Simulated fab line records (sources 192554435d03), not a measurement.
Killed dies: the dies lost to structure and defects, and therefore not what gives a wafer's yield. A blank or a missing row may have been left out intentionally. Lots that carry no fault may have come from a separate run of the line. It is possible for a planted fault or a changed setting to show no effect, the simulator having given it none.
Which tool did it? || flow n5_finfet || 10 lots with 29 wafers sampled at 6 steps, on a route of 1938 steps

## WHAT EACH GAUGE READ, for each wafer
N5_BEOL_M4_RC_MEAS_101. Usual: DIBL_N 35.8 mV/V, standard deviation 2.2; DIBL_P 35.3 mV/V, standard deviation 2.7; IOFF_N 0.16 nA/um, standard deviation 0.043; IOFF_P 0.21 nA/um, standard deviation 0.043; ION_N 676 uA/um, standard deviation 15; ION_P 463 uA/um, standard deviation 9.1; SS_N 71.4 mV/dec, standard deviation 0.77; SS_P 73.0 mV/dec, standard deviation 0.79; VT_N 250 mV, standard deviation 4; VT_P -249.8 mV, standard deviation 2.8.
{"lot": "L651", "measured": "day 9 01:29", "on": "prober-02", "DIBL_N (mV/V)": "29.6 38.5 38.8", "DIBL_P (mV/V)": "29.3 39.2 39.7", "IOFF_N (nA/um)": "0.08 0.23 0.24", "IOFF_P (nA/um)": "0.13 0.27 0.27", "ION_N (uA/um)": "641 693 691", "ION_P (uA/um)": "453 474 465", "SS_N (mV/dec)": "70.4 71.8 72.6", "SS_P (mV/dec)": "72.0 74.0 74.1", "VT_N (mV)": "259 244 245", "VT_P (mV)": "-254.3 -245.1 -245.0", "flag": ""}
{"lot": "L654", "measured": "day 10 00:14", "on": "prober-02", "DIBL_N (mV/V)": "37.4 38.7", "DIBL_P (mV/V)": "36.2 38.2", "IOFF_N (nA/um)": "0.17 0.19", "IOFF_P (nA/um)": "0.24 0.28", "ION_N (uA/um)": "681 695", "ION_P (uA/um)": "474 475", "SS_N (mV/dec)": "71.5 72.6", "SS_P (mV/dec)": "73.3 73.8", "VT_N (mV)": "251 247", "VT_P (mV)": "-248.1 -247.4", "flag": ""}
{"lot": "L660", "measured": "day 11 11:06", "on": "prober-01", "DIBL_N (mV/V)": "36.1 35.0 38.0", "DIBL_P (mV/V)": "37.7 34.5 38.7", "IOFF_N (nA/um)": "0.16 0.13 0.19", "IOFF_P (nA/um)": "0.24 0.19 0.27", "ION_N (uA/um)": "691 675 686", "ION_P (uA/um)": "475 465 470", "SS_N (mV/dec)": "71.5 71.2 72.1", "SS_P (mV/dec)": "73.4 72.5 73.5", "VT_N (mV)": "248 253 249", "VT_P (mV)": "-245.8 -250.0 -247.0", "flag": ""}
{"lot": "L662", "measured": "day 11 22:40", "on": "prober-01", "DIBL_N (mV/V)": "40.6 32.5 39.4", "DIBL_P (mV/V)": "39.8 31.5 38.9", "IOFF_N (nA/um)": "0.27 0.11 0.24", "IOFF_P (nA/um)": "0.30 0.16 0.28", "ION_N (uA/um)": "704 668 703", "ION_P (uA/um)": "478 460 475", "SS_N (mV/dec)": "72.7 70.4 71.9", "SS_P (mV/dec)": "75.1 72.3 74.9", "VT_N (mV)": "240 253 244", "VT_P (mV)": "-246.0 -252.3 -246.3", "flag": ""}
{"lot": "L669", "measured": "day 13 21:52", "on": "prober-01", "DIBL_N (mV/V)": "34.8 34.6 37.2", "DIBL_P (mV/V)": "32.2 30.8 34.4", "IOFF_N (nA/um)": "0.11 0.10 0.14", "IOFF_P (nA/um)": "0.18 0.16 0.21", "ION_N (uA/um)": "671 649 669", "ION_P (uA/um)": "458 457 468", "SS_N (mV/dec)": "71.5 71.3 71.7", "SS_P (mV/dec)": "72.6 72.3 73.1", "VT_N (mV)": "254 258 252", "VT_P (mV)": "-251.6 -251.8 -248.4", "flag": ""}
{"lot": "L671", "measured": "day 14 02:41", "on": "prober-01", "DIBL_N (mV/V)": "35.3 35.0 35.3", "DIBL_P (mV/V)": "33.6 31.5 33.0", "IOFF_N (nA/um)": "0.14 0.12 0.14", "IOFF_P (nA/um)": "0.21 0.16 0.18", "ION_N (uA/um)": "667 660 682", "ION_P (uA/um)": "466 459 466", "SS_N (mV/dec)": "71.1 71.0 71.3", "SS_P (mV/dec)": "72.9 72.0 72.1", "VT_N (mV)": "249 254 251", "VT_P (mV)": "-250.5 -252.2 -250.8", "flag": ""}
{"lot": "L672", "measured": "day 14 04:58", "on": "prober-02", "DIBL_N (mV/V)": "32.9 33.3 36.5", "DIBL_P (mV/V)": "32.4 34.0 36.4", "IOFF_N (nA/um)": "0.11 0.13 0.17", "IOFF_P (nA/um)": "0.15 0.18 0.21", "ION_N (uA/um)": "637 674 658", "ION_P (uA/um)": "436 458 450", "SS_N (mV/dec)": "70.9 71.1 72.3", "SS_P (mV/dec)": "71.5 72.9 73.1", "VT_N (mV)": "255 248 249", "VT_P (mV)": "-254.5 -248.6 -250.6", "flag": ""}

## EACH LOT AND THE TOOL THAT RAN IT (in order: tool; ch and the chambers of the sampled wafers; start)
{"lot": "L651", "N5_BEOL_M2_SPUTTER_86": "pvd_sputter-03, day 7 17:17", "N5_BEOL_M2_SPUTTER_88": "pvd_sputter-03, day 7 17:30", "N5_BEOL_M2_ANNEAL_89": "pvd_sputter-03, day 7 17:35", "N5_BEOL_M2_ECD_50": "ecd_cu-01 ch 0,1, day 7 18:29", "N5_BEOL_M2_CMP_52": "cmp-04 ch 2,3, day 7 19:29"}
{"lot": "L652", "N5_BEOL_M2_SPUTTER_86": "pvd_sputter-03, day 7 19:26", "N5_BEOL_M2_SPUTTER_88": "pvd_sputter-03, day 7 19:40", "N5_BEOL_M2_ANNEAL_89": "pvd_sputter-03, day 7 19:44", "N5_BEOL_M2_ECD_50": "ecd_cu-02 ch 0,1, day 7 20:40", "N5_BEOL_M2_CMP_52": "cmp-02 ch 1,2, day 7 21:02"}
{"lot": "L653", "N5_BEOL_M2_SPUTTER_86": "pvd_sputter-03, day 8 00:57", "N5_BEOL_M2_SPUTTER_88": "pvd_sputter-03, day 8 01:10", "N5_BEOL_M2_ANNEAL_89": "pvd_sputter-03, day 8 01:15", "N5_BEOL_M2_ECD_50": "ecd_cu-02 ch 0,1, day 8 02:10", "N5_BEOL_M2_CMP_52": "cmp-03 ch 0,1,2, day 8 02:35"}
{"lot": "L655", "N5_BEOL_M2_SPUTTER_86": "pvd_sputter-03, day 8 07:59", "N5_BEOL_M2_SPUTTER_88": "pvd_sputter-03, day 8 08:13", "N5_BEOL_M2_ANNEAL_89": "pvd_sputter-03, day 8 08:17", "N5_BEOL_M2_ECD_50": "ecd_cu-01 ch 0,1, day 8 09:12", "N5_BEOL_M2_CMP_52": "cmp-03 ch 0,1,3, day 8 09:37"}
{"lot": "L654", "N5_BEOL_M2_SPUTTER_86": "pvd_sputter-03, day 8 18:15", "N5_BEOL_M2_SPUTTER_88": "pvd_sputter-03, day 8 18:28", "N5_BEOL_M2_ANNEAL_89": "pvd_sputter-03, day 8 18:33", "N5_BEOL_M2_ECD_50": "ecd_cu-01 ch 0,1, day 8 19:28", "N5_BEOL_M2_CMP_52": "cmp-04 ch 2,3, day 8 19:57"}
{"lot": "L660", "N5_BEOL_M2_SPUTTER_86": "pvd_sputter-02, day 10 00:28", "N5_BEOL_M2_SPUTTER_88": "pvd_sputter-02, day 10 00:41", "N5_BEOL_M2_ANNEAL_89": "pvd_sputter-02, day 10 00:46", "N5_BEOL_M2_ECD_50": "ecd_cu-02 ch 0,1, day 10 01:43", "N5_BEOL_M2_CMP_52": "cmp-04 ch 0,1,2, day 10 02:40"}
{"lot": "L662", "N5_BEOL_M2_SPUTTER_86": "pvd_sputter-01, day 10 11:25", "N5_BEOL_M2_SPUTTER_88": "pvd_sputter-01, day 10 11:38", "N5_BEOL_M2_ANNEAL_89": "pvd_sputter-01, day 10 11:43", "N5_BEOL_M2_ECD_50": "ecd_cu-01 ch 0,1, day 10 12:39", "N5_BEOL_M2_CMP_52": "cmp-04 ch 1,3, day 10 13:07"}
{"lot": "L669", "N5_BEOL_M2_SPUTTER_86": "pvd_sputter-02, day 12 16:59", "N5_BEOL_M2_SPUTTER_88": "pvd_sputter-02, day 12 17:13", "N5_BEOL_M2_ANNEAL_89": "pvd_sputter-02, day 12 17:17", "N5_BEOL_M2_ECD_50": "ecd_cu-02 ch 0,1, day 12 18:13", "N5_BEOL_M2_CMP_52": "cmp-04 ch 0,1,3, day 12 18:50"}
{"lot": "L671", "N5_BEOL_M2_SPUTTER_86": "pvd_sputter-01, day 12 20:45", "N5_BEOL_M2_SPUTTER_88": "pvd_sputter-01, day 12 20:58", "N5_BEOL_M2_ANNEAL_89": "pvd_sputter-01, day 12 21:03", "N5_BEOL_M2_ECD_50": "ecd_cu-02 ch 0,1, day 12 21:59", "N5_BEOL_M2_CMP_52": "cmp-04 ch 2,3, day 12 22:20"}
{"lot": "L672", "N5_BEOL_M2_SPUTTER_86": "pvd_sputter-02, day 12 23:55", "N5_BEOL_M2_SPUTTER_88": "pvd_sputter-02, day 13 00:08", "N5_BEOL_M2_ANNEAL_89": "pvd_sputter-02, day 13 00:13", "N5_BEOL_M2_ECD_50": "ecd_cu-01 ch 0, day 13 01:08", "N5_BEOL_M2_CMP_52": "cmp-03 ch 0,2, day 13 01:30"}
- N5_BEOL_M2_SPUTTER_86: material Cu, target thk 4.5 nm, time 8.29 s.
- N5_BEOL_M2_SPUTTER_88: material Cu, target thk 4.5 nm, time 8.29 s.
- N5_BEOL_M2_ANNEAL_89: time 240 s.
- N5_BEOL_M2_ECD_50: material Cu, target thk 300 nm.
- N5_BEOL_M2_CMP_52: polishes, stops on SiOC, t overpolish 6.8 s, target thk 40 nm.

## AS READ BY THE TOOLS THEMSELVES (means over the sampled wafers that have a number; for cases with no such wafer, the mark the record gives instead)
N5_BEOL_M2_SPUTTER_86. Usual: throttle_valve_pct 30.1 %, standard deviation 0.89.
{"lot": "L651", "tool": "pvd_sputter-03", "throttle_valve_pct (%)": 30.4, "flag": ""}
{"lot": "L652", "tool": "pvd_sputter-03", "throttle_valve_pct (%)": 30.2, "flag": ""}
{"lot": "L653", "tool": "pvd_sputter-03", "throttle_valve_pct (%)": 30.3, "flag": ""}
{"lot": "L655", "tool": "pvd_sputter-03", "throttle_valve_pct (%)": 30.6, "flag": ""}
{"lot": "L654", "tool": "pvd_sputter-03", "throttle_valve_pct (%)": 30.3, "flag": ""}
{"lot": "L660", "tool": "pvd_sputter-02", "throttle_valve_pct (%)": 30.5, "flag": ""}
{"lot": "L662", "tool": "pvd_sputter-01", "throttle_valve_pct (%)": 29.9, "flag": ""}
{"lot": "L669", "tool": "pvd_sputter-02", "throttle_valve_pct (%)": 30.7, "flag": ""}
{"lot": "L671", "tool": "pvd_sputter-01", "throttle_valve_pct (%)": 30.2, "flag": ""}
{"lot": "L672", "tool": "pvd_sputter-02", "throttle_valve_pct (%)": 29.5, "flag": ""}

N5_BEOL_M2_SPUTTER_88. Usual: throttle_valve_pct 30.1 %, standard deviation 0.89.
{"lot": "L651", "tool": "pvd_sputter-03", "throttle_valve_pct (%)": 30.2, "flag": ""}
{"lot": "L652", "tool": "pvd_sputter-03", "throttle_valve_pct (%)": 30.2, "flag": ""}
{"lot": "L653", "tool": "pvd_sputter-03", "throttle_valve_pct (%)": 30.4, "flag": ""}
{"lot": "L655", "tool": "pvd_sputter-03", "throttle_valve_pct (%)": 30.6, "flag": ""}
{"lot": "L654", "tool": "pvd_sputter-03", "throttle_valve_pct (%)": 30.3, "flag": ""}
{"lot": "L660", "tool": "pvd_sputter-02", "throttle_valve_pct (%)": 30.4, "flag": ""}
{"lot": "L662", "tool": "pvd_sputter-01", "throttle_valve_pct (%)": 30.0, "flag": ""}
{"lot": "L669", "tool": "pvd_sputter-02", "throttle_valve_pct (%)": 30.9, "flag": ""}
{"lot": "L671", "tool": "pvd_sputter-01", "throttle_valve_pct (%)": 30.2, "flag": ""}
{"lot": "L672", "tool": "pvd_sputter-02", "throttle_valve_pct (%)": 29.7, "flag": ""}

N5_BEOL_M2_ANNEAL_89. Usual: heater_power_w 812 W, standard deviation 88; susceptor_temp_C_max 401.0, standard deviation 0.46.
{"lot": "L651", "tool": "pvd_sputter-03", "heater_power_w (W)": 729, "susceptor_temp_C_max": 400.9, "flag": ""}
{"lot": "L652", "tool": "pvd_sputter-03", "heater_power_w (W)": 768, "susceptor_temp_C_max": 401.1, "flag": ""}
{"lot": "L653", "tool": "pvd_sputter-03", "heater_power_w (W)": 768, "susceptor_temp_C_max": 401.3, "flag": ""}
{"lot": "L655", "tool": "pvd_sputter-03", "heater_power_w (W)": 746, "susceptor_temp_C_max": 400.6, "flag": ""}
{"lot": "L654", "tool": "pvd_sputter-03", "heater_power_w (W)": 826, "susceptor_temp_C_max": 401.4, "flag": ""}
{"lot": "L660", "tool": "pvd_sputter-02", "heater_power_w (W)": 850, "susceptor_temp_C_max": 401.2, "flag": ""}
{"lot": "L662", "tool": "pvd_sputter-01", "heater_power_w (W)": 816, "susceptor_temp_C_max": 401.0, "flag": ""}
{"lot": "L669", "tool": "pvd_sputter-02", "heater_power_w (W)": 826, "susceptor_temp_C_max": 401.8, "flag": ""}
{"lot": "L671", "tool": "pvd_sputter-01", "heater_power_w (W)": 802, "susceptor_temp_C_max": 400.7, "flag": ""}
{"lot": "L672", "tool": "pvd_sputter-02", "heater_power_w (W)": 936, "susceptor_temp_C_max": 400.5, "flag": ""}

N5_BEOL_M2_CMP_52. Usual: motor_current_A 6.4 A, standard deviation 0.68; time_to_endpoint_s 62 s, standard deviation 4.1.
{"lot": "L651", "tool": "cmp-04", "motor_current_A (A)": 6.4, "time_to_endpoint_s (s)": 58, "flag": ""}
{"lot": "L652", "tool": "cmp-02", "motor_current_A (A)": 6.0, "time_to_endpoint_s (s)": 2, "flag": "OFF"}
{"lot": "L653", "tool": "cmp-03", "motor_current_A (A)": 5.6, "time_to_endpoint_s (s)": 2, "flag": "OFF"}
{"lot": "L655", "tool": "cmp-03", "motor_current_A (A)": 5.9, "time_to_endpoint_s (s)": 3, "flag": "OFF"}
{"lot": "L654", "tool": "cmp-04", "motor_current_A (A)": 6.3, "time_to_endpoint_s (s)": 59, "flag": ""}
{"lot": "L660", "tool": "cmp-04", "motor_current_A (A)": 7.0, "time_to_endpoint_s (s)": 58, "flag": ""}
{"lot": "L662", "tool": "cmp-04", "motor_current_A (A)": 6.3, "time_to_endpoint_s (s)": 60, "flag": ""}
{"lot": "L669", "tool": "cmp-04", "motor_current_A (A)": 6.6, "time_to_endpoint_s (s)": 65, "flag": ""}
{"lot": "L671", "tool": "cmp-04", "motor_current_A (A)": 6.6, "time_to_endpoint_s (s)": 59, "flag": ""}
{"lot": "L672", "tool": "cmp-03", "motor_current_A (A)": 5.8, "time_to_endpoint_s (s)": 64, "flag": ""}

## THE ANSWER, worked out from the rows above alone
Rule: lot off if the mean of its wafers having a number is beyond 3 standard deviations from the usual mean. A lot without any number at a reading at which 4 lots or more have one is off too. All remaining lots with rows at the step are treated as sound. After the gauges, taken in route order, come the tools' own readings; for these a lot's mean is taken, as printed above. At the first step where some lot is off, the reading lying furthest off is the one used; lots without a number count as furthest.
Off, at N5_BEOL_M2_CMP_52 on time_to_endpoint_s: L652, L653, L655.
If a tool, at that step or one of the process steps before it, ran each lot that is off and ran no sound lot following the first of them, it fits. Of those tried, none fits.

## WHAT THE SIMULATOR PUT IN
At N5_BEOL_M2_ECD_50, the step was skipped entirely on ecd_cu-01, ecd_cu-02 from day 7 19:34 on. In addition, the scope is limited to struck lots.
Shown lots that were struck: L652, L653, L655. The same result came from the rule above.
